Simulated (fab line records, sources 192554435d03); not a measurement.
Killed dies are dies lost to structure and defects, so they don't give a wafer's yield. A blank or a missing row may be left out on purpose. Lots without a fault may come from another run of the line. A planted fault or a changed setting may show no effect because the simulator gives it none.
Chamber matching | flow n5_finfet | N5_FIN_SAQP_PECVD_48 on pecvd-02: 3 sister chambers
The step deposits SiNx from SiH4/NH3/N2, target thk 25 nm, time 22.1 s. 6 wafers are shown with their chamber, then 11 later ones without.

WAFERS WITH THEIR CHAMBER
wafer  | chamber | throttle_valve_pct (%) | showerhead_plenum_p_Torr (Torr)
L085.6 | 1       | 40.9                   | 5.07
L086.5 | 0       | 39.7                   | 5.15
L086.6 | 1       | 40.9                   | 5.08
L089.4 | 2       | 37.7                   | 5.09
L089.5 | 0       | 39.4                   | 5.14
L092.3 | 2       | 37.8                   | 5.08

WAFERS WITHOUT THEIR CHAMBER
wafer  | throttle_valve_pct (%) | showerhead_plenum_p_Torr (Torr)
L092.5 | 38.0                   | 5.10
L092.6 | 41.0                   | 5.08
L093.1 | 39.5                   | 5.15
L093.3 | 41.0                   | 5.08
L093.4 | 39.3                   | 5.15
L094.1 | 39.6                   | 5.15
L094.3 | 40.8                   | 5.08
L094.4 | 39.6                   | 5.14
L097.2 | 39.5                   | 5.12
L097.4 | 38.0                   | 5.10
L097.5 | 41.0                   | 5.08

WHICH CHAMBER EACH WENT THROUGH
wafer  | from the rows above | in truth
L092.5 | 2                   | 2
L092.6 | 1                   | 1
L093.1 | 0                   | 0
L093.3 | 1                   | 1
L093.4 | 0                   | 0
L094.1 | 0                   | 0
L094.3 | 1                   | 1
L094.4 | 0                   | 0
L097.2 | 0                   | 0
L097.4 | 2                   | 2
L097.5 | 1                   | 1
Placed correctly: 11 of 11. Can't be placed from these rows: 0. Placed wrongly: 0.
How it was worked out, from the rows above alone: a wafer's distance from a chamber is the root of the sum, over the readings, of the square of ((its reading less the chamber's mean) divided by the reading's scatter). The wafer belongs to the nearest chamber; if the next one is less than 2 further off, it can't be placed. A chamber's mean is the mean of its shown wafers. The scatter: the root of (the sum of the squares of (reading less its chamber's mean) over the shown wafers, divided by (wafers less chambers)).
